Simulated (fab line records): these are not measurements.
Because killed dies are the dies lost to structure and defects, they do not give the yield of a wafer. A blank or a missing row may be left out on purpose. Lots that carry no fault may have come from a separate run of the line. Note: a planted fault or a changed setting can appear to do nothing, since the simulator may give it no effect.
Matching of chambers / flow n5 finfet / 4 sister chambers for N5_FIN_SAQP_FIN_ETCH_36 on rie si-02
The step etches the open film in HBr/Cl2/O2, target depth 120 nm, time 50.4 s. 14 wafers are shown with their chamber, then 7 later ones without.

== WAFERS PAIRED WITH THEIR CHAMBERS ==
wafer=L077.2; chamber=3; throttle valve pct (%)=35.7; oes product au (a.u.)=0.966
wafer=L077.3; chamber=0; throttle valve pct (%)=35.7; oes product au (a.u.)=0.984
wafer=L077.6; chamber=2; throttle valve pct (%)=36.3; oes product au (a.u.)=0.985
wafer=L078.1; chamber=2; throttle valve pct (%)=36.2; oes product au (a.u.)=1.005
wafer=L078.5; chamber=0; throttle valve pct (%)=35.7; oes product au (a.u.)=0.989
wafer=L078.6; chamber=3; throttle valve pct (%)=35.7; oes product au (a.u.)=0.979
wafer=L080.3; chamber=1; throttle valve pct (%)=35.6; oes product au (a.u.)=0.984
wafer=L080.4; chamber=3; throttle valve pct (%)=35.7; oes product au (a.u.)=0.984
wafer=L080.5; chamber=1; throttle valve pct (%)=35.6; oes product au (a.u.)=0.982
wafer=L087.1; chamber=1; throttle valve pct (%)=35.6; oes product au (a.u.)=0.985
wafer=L087.5; chamber=1; throttle valve pct (%)=35.6; oes product au (a.u.)=0.974
wafer=L087.6; chamber=0; throttle valve pct (%)=35.7; oes product au (a.u.)=0.994
wafer=L090.4; chamber=0; throttle valve pct (%)=35.8; oes product au (a.u.)=0.979
wafer=L090.5; chamber=1; throttle valve pct (%)=35.6; oes product au (a.u.)=0.968

SIGNATURES, as means of the wafers listed above
reading=throttle valve pct; chamber 0=35.725; chamber 1=35.600; chamber 2=36.250; chamber 3=35.700; scatter within a chamber=0.0354
reading=oes product au; chamber 0=0.98650; chamber 1=0.97860; chamber 2=0.99500; chamber 3=0.97633; scatter within a chamber=0.00844
Rule: a wafer's distance from a chamber is the root of the sum, over the readings, of the square of ((its reading less the chamber's mean) divided by the reading's scatter). The wafer belongs to the nearest chamber; if the next one is less than 2 further off, it can't be placed. How the scatter is found: for the shown wafers, subtract from each reading the mean of its chamber, square and add these, divide the total by (wafers less chambers), then take the root.

== WAFERS WITH NO CHAMBER GIVEN ==
wafer=L090.6; throttle valve pct (%)=35.7; oes product au (a.u.)=0.979
wafer=L093.2; throttle valve pct (%)=35.7; oes product au (a.u.)=0.979
wafer=L093.4; throttle valve pct (%)=35.7; oes product au (a.u.)=0.986
wafer=L093.5; throttle valve pct (%)=36.3; oes product au (a.u.)=0.994
wafer=L096.2; throttle valve pct (%)=36.2; oes product au (a.u.)=1.001
wafer=L096.4; throttle valve pct (%)=35.7; oes product au (a.u.)=0.979
wafer=L096.5; throttle valve pct (%)=36.3; oes product au (a.u.)=1.002

== EACH ONE'S CHAMBER ==
wafer=L090.6; from the rows above=can't be placed: 3 or 0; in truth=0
wafer=L093.2; from the rows above=can't be placed: 3 or 0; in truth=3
wafer=L093.4; from the rows above=can't be placed: 0 or 3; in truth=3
wafer=L093.5; from the rows above=2; in truth=2
wafer=L096.2; from the rows above=2; in truth=2
wafer=L096.4; from the rows above=can't be placed: 3 or 0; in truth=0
wafer=L096.5; from the rows above=2; in truth=2
Correctly placed: 3 of 7. Not placeable from these rows: 4 (in 4, the candidates include the true chamber). Placed wrongly: 0.
